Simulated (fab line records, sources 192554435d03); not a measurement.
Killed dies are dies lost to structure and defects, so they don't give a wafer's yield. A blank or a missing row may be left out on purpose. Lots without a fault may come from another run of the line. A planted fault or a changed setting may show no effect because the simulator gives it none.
Problem report in the 8D (eight disciplines) form, filled by code | flow n5_finfet | the parts of the form that need people (team, actions taken, sign-off) are left out

1. THE PROBLEM
trench_depth_nm at N5_BEOL_M5_OCD_MEAS_38 reads a mean of 76.7 nm on 2 wafers of 2 lots; wafers without a fault read 71.2 nm with a standard deviation of 1.3. That is +4.2 standard deviations from the usual mean.
First seen on wafer L257.5, day 10 13:08, on ocd-01. The record holds 30 wafers of 10 lots with a number at this step. Rule for "out", or "out of limits": more than 4 standard deviations from the usual mean. The other wafers with a number count as sound.

2. WHAT IT IS AND WHAT IT IS NOT
question                    | is                | is not
which readings at this step | trench_depth_nm   | -
which lots                  | L257, L263        | L252, L253, L256, L262, L266, L269, L270, L273
which wafers of those lots  | L257.5, L263.5    | L257.1, L257.6, L263.1, L263.4
read on which gauges        | ocd-01, ocd-02    | -
when                        | from day 10 13:08 | up to then (11 sound wafers); but 17 sound wafers of L262, L263, L266, L269, L270, L273 came after

3. SUSPECTS, AND WHAT RULES EACH OUT
Counting: a tool at a process step up to the reading stays a suspect if it ran every lot that is out. Sound lots after the first of them don't rule it out here, since some wafers of a struck lot are sound.
- the gauge at N5_BEOL_M5_OCD_MEAS_38: ruled out. The wafers that are out were read on 2 gauges (ocd-01, ocd-02).
- rie_diel-01 at N5_BEOL_M5_VIA_ETCH_34 (etches SiCOH lowk in C4F6/O2, target depth 88.3 nm, time 39.2 s): kept. It ran every lot that is out, first L257 (day 10 12:53); its last sound lot up to then is L256 (day 9 16:52).
- rie_diel-01 at N5_BEOL_M5_TRENCH_ETCH_37 (etches SiCOH lowk in C4F6/O2, target depth 71.652 nm, time 24.7 s): kept. It ran every lot that is out, first L257 (day 10 12:59); its last sound lot up to then is L256 (day 9 16:58). Its own readings are out on those wafers: bias_w, rf_vpp_V.
- Within rie_diel-01 at N5_BEOL_M5_VIA_ETCH_34: the wafers that are out ran in chamber 1; their sound lot-mates ran in chambers 0, 2, 3.
- Within rie_diel-01 at N5_BEOL_M5_TRENCH_ETCH_37: the wafers that are out ran in chamber 1; their sound lot-mates ran in chambers 0, 2, 3.
Left after counting: rie_diel-01 at N5_BEOL_M5_VIA_ETCH_34, rie_diel-01 at N5_BEOL_M5_TRENCH_ETCH_37.

4. THE CAUSE (what the simulator had put in)
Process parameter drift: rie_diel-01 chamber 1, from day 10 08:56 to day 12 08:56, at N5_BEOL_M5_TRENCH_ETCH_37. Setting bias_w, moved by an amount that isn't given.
Counting left 2 suspects, and this tool is among them.

5. THE CHAIN OF EFFECTS, in route order
Each row: a reading whose mean over the struck wafers that have a number lies more than 3 standard deviations from the usual. Only readings for which the record gives a usual standard deviation are gone through. hours: the time from each lot's start at the first step in this table that gives one to its start at this step, as a median over the lots. sigmas: the change in usual standard deviations.
hours | step                      | reading         | usual   | on struck wafers | change | sigmas
0     | N5_BEOL_M5_TRENCH_ETCH_37 | bias_w          | 185.0 W | 210.1            | +25.1  | +45
0     | N5_BEOL_M5_TRENCH_ETCH_37 | rf_vpp_V        | 668 V   | 758              | +90    | +8.1
0     | N5_BEOL_M5_OCD_MEAS_38    | trench_depth_nm | 71.2 nm | 76.7             | +5.5   | +4.2
The process steps in it:
- N5_BEOL_M5_TRENCH_ETCH_37: etches SiCOH lowk in C4F6/O2, target depth 71.652 nm, time 24.7 s.

6. WHAT WOULD HAVE CAUGHT IT SOONER
In this record the first reading out of limits at a measuring or inspecting step was taken at day 10 13:08, 4 hours after the fault began at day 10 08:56.
The tool's own readings at N5_BEOL_M5_TRENCH_ETCH_37 were out on every struck wafer that the step has a row for (bias_w, rf_vpp_V): an alarm limit on them would have fired on the first of those.
Of the lots that are out (2), L263 began N5_BEOL_M5_TRENCH_ETCH_37 on rie_diel-01 after day 10 13:08. A hold on the tool at that time would have spared it.
